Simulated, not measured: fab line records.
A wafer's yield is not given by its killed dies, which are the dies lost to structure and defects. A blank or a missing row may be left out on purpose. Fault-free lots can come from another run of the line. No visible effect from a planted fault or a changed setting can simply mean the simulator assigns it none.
Chamber matching | flow n5 finfet | N5_BEOL_M9_DEP_56 on pecvd-02: 3 sister chambers
The step deposits SiCN from 3MS/NH3, target thk 15 nm, time 26.5 s. 6 wafers are shown with their chamber, then 11 later ones without.

## EACH WAFER AND ITS CHAMBER
wafer  | chamber | throttle valve pct (%) | showerhead plenum p Torr (Torr)
L081.5 | 0       | 9.3                    | 3.675
L085.4 | 0       | 9.3                    | 3.679
L092.1 | 1       | 9.4                    | 3.666
L092.4 | 1       | 9.7                    | 3.675
L092.6 | 2       | 8.4                    | 3.664
L091.1 | 2       | 8.8                    | 3.667

## WAFERS WITHOUT THEIR CHAMBER
wafer  | throttle valve pct (%) | showerhead plenum p Torr (Torr)
L091.2 | 9.0                    | 3.674
L091.3 | 9.6                    | 3.675
L094.1 | 9.4                    | 3.684
L094.5 | 9.6                    | 3.660
L094.6 | 9.1                    | 3.682
L095.3 | 9.1                    | 3.676
L095.5 | 8.6                    | 3.666
L095.6 | 8.9                    | 3.669
L097.2 | 9.3                    | 3.668
L097.3 | 9.5                    | 3.675
L097.5 | 9.5                    | 3.665

## CHAMBER TAKEN BY EACH
wafer  | from the rows above          | in truth
L091.2 | can't be placed: 0 or 2 or 1 | 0
L091.3 | can't be placed: 1 or 0      | 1
L094.1 | can't be placed: 0 or 1      | 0
L094.5 | can't be placed: 1 or 0      | 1
L094.6 | can't be placed: 0 or 1      | 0
L095.3 | can't be placed: 0 or 1      | 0
L095.5 | 2                            | 2
L095.6 | can't be placed: 2 or 0 or 1 | 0
L097.2 | can't be placed: 1 or 0      | 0
L097.3 | can't be placed: 0 or 1      | 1
L097.5 | can't be placed: 1 or 0      | 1
1 of 11 placed correctly. Cannot be placed on the basis of these rows: 10; the candidates contain the true chamber in 10. Wrongly placed: 0.
How it was worked out, from the rows above alone: a wafer's distance from a chamber is the root of the sum, over the readings, of the square of ((its reading less the chamber's mean) divided by the reading's scatter). The wafer belongs to the nearest chamber; if the next one is less than 2 further off, it can't be placed. Each chamber's mean is taken over the wafers shown for it. The scatter: take each reading less its chamber's mean, square it, sum over the shown wafers, divide by the number of wafers less the number of chambers, and take the root.
